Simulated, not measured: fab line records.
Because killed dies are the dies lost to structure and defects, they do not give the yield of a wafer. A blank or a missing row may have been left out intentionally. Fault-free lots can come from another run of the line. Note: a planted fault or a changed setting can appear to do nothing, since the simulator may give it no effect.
Which of the tools did it? -- flow nand-harc -- 14 lots (42 wafers sampled), 1 step of a 1302-step route

WHAT EACH GAUGE READ, for each wafer
NHARC_A_CONTACT_CD_MEAS_53.
lot,measured,on,cd-nm (nm)
L103,day 22 05:55,cd-sem-01,289.3 288.8 288.8
L102,day 22 15:10,cd-sem-01,289.7 289.1 290.2
L104,day 23 06:01,cd-sem-01,289.3 289.2 288.2
L107,day 24 02:34,cd-sem-03,289.2 289.0 288.4
L108,day 24 04:01,cd-sem-02,288.2 289.3 289.8
L113,day 26 16:00,cd-sem-01,288.6 289.5 288.6
L112,day 26 16:43,cd-sem-02,289.9 288.7 290.3
L116,day 27 22:23,cd-sem-01,289.8 288.6 288.9
L119,day 29 19:31,cd-sem-01,290.5 290.6 289.5
L120,day 29 23:32,cd-sem-01,289.3 289.1 289.6
L121,day 30 01:02,cd-sem-01,289.6 289.1 288.7
L122,day 30 10:47,cd-sem-01,289.4 288.5 289.3
L123,day 30 11:38,cd-sem-03,290.6 291.5 291.0
L124,day 31 01:55,cd-sem-01,289.5 289.3 290.0

WHICH TOOL RAN EACH LOT (tool, then ch and the chambers of the sampled wafers, then the start)
The record shows no process step preceding these readings.

AS READ BY THE TOOLS THEMSELVES (means over the sampled wafers that have a number; for cases with no such wafer, the mark the record gives instead)
The record holds no such reading with a usual standard deviation.

THE ANSWER, worked out from the rows above alone
Rule: the usual values come from the lots themselves. Put in order of their means at a reading, lots are off if they are a third of the lots or fewer, leave a main group of 4 or more, and stand apart from it by a gap of 3 or more times the standard deviation of the main group's means; of several such gaps the widest counts. A main group is skipped when, at the precision printed for the reading in the tables above, its means are all equal. A lot without any number at a reading at which 4 lots or more have one is off too. Any other lot the step has rows for is counted as sound. First the gauges in route order, then the tools' own readings, where a lot's mean is used as printed above. At the first step where some lot is off, the reading lying furthest off is the one used; lots without a number count as furthest.
Nothing can be told from this: no lot is off at any reading shown.

WHAT WAS PUT IN BY THE SIMULATOR
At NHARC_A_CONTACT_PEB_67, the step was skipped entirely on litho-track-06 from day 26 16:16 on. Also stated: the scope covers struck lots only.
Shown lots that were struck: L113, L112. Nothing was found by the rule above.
